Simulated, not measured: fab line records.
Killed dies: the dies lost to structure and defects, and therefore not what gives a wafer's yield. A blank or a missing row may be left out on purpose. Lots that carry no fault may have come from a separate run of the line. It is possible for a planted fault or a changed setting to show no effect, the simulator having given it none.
Chamber matching + flow n5 finfet + rie diel-06 running N5_WELL_APT_DESCUM_13: 4 sister chambers
The step chemistry O2, time 7.9 s. 18 wafers are shown with their chamber, then 9 later ones without.

== EACH WAFER AND ITS CHAMBER ==
| wafer  | chamber | drypump motor current A (A) | throttle valve pct (%) | rf vpp V (V) |
|--------|---------|-----------------------------|------------------------|--------------|
| L074.2 | 0       | 5.58                        | 20.77                  | 243.0        |
| L074.3 | 3       | 5.26                        | 20.07                  | 244.6        |
| L074.6 | 1       | 5.60                        | 20.13                  | 242.2        |
| L076.1 | 1       | 5.59                        | 20.15                  | 243.7        |
| L076.4 | 3       | 5.25                        | 20.08                  | 244.7        |
| L076.5 | 2       | 5.77                        | 20.29                  | 242.3        |
| L080.1 | 1       | 5.61                        | 20.16                  | 242.9        |
| L080.2 | 0       | 5.59                        | 20.34                  | 246.4        |
| L080.6 | 1       | 5.62                        | 20.15                  | 241.0        |
| L081.2 | 1       | 5.62                        | 20.15                  | 242.1        |
| L081.3 | 3       | 5.27                        | 20.11                  | 243.1        |
| L081.5 | 0       | 5.61                        | 20.33                  | 246.2        |
| L082.4 | 3       | 5.26                        | 20.09                  | 245.6        |
| L082.5 | 1       | 5.60                        | 20.14                  | 242.3        |
| L082.6 | 0       | 5.60                        | 20.34                  | 245.7        |
| L084.1 | 0       | 5.58                        | 20.34                  | 244.5        |
| L084.4 | 2       | 5.75                        | 19.93                  | 244.2        |
| L084.6 | 1       | 5.61                        | 20.16                  | 241.9        |

SIGNATURES (averages over the wafers above)
| reading                 | chamber 0 | chamber 1 | chamber 2 | chamber 3 | scatter within a chamber |
|-------------------------|-----------|-----------|-----------|-----------|--------------------------|
| drypump motor current A | 5.5920    | 5.6071    | 5.7600    | 5.2600    | 0.0114                   |
| throttle valve pct      | 20.4240   | 20.1486   | 20.1100   | 20.0875   | 0.124                    |
| rf vpp V                | 245.160   | 242.300   | 243.250   | 244.500   | 1.11                     |
Rule: distance of a wafer from a chamber = root of the sum over the readings of ((wafer's reading minus chamber's mean) / reading's scatter) squared. The wafer belongs to the nearest chamber; if the next one is less than 2 further off, it can't be placed. How the scatter is found: for the shown wafers, subtract from each reading the mean of its chamber, square and add these, divide the total by (wafers less chambers), then take the root.

== WAFERS WITHOUT THEIR CHAMBER ==
| wafer  | drypump motor current A (A) | throttle valve pct (%) | rf vpp V (V) |
|--------|-----------------------------|------------------------|--------------|
| L086.2 | 5.57                        | 20.35                  | 246.7        |
| L086.3 | 5.28                        | 20.12                  | 244.3        |
| L086.4 | 5.78                        | 19.92                  | 243.8        |
| L094.1 | 5.58                        | 20.37                  | 245.2        |
| L094.2 | 5.27                        | 20.13                  | 244.0        |
| L094.3 | 5.59                        | 20.21                  | 240.8        |
| L095.1 | 5.75                        | 19.95                  | 246.8        |
| L095.4 | 5.26                        | 20.12                  | 243.9        |
| L095.5 | 5.26                        | 20.14                  | 245.6        |

== THE CHAMBER EACH PASSED THROUGH ==
| wafer  | from the rows above | in truth |
|--------|---------------------|----------|
| L086.2 | 0                   | 0        |
| L086.3 | 3                   | 3        |
| L086.4 | 2                   | 2        |
| L094.1 | 0                   | 0        |
| L094.2 | 3                   | 3        |
| L094.3 | 1                   | 1        |
| L095.1 | 2                   | 2        |
| L095.4 | 3                   | 3        |
| L095.5 | 3                   | 3        |
Correct placement for 9 of the 9. From these rows, 0 cannot be placed. Number placed wrongly: 0.
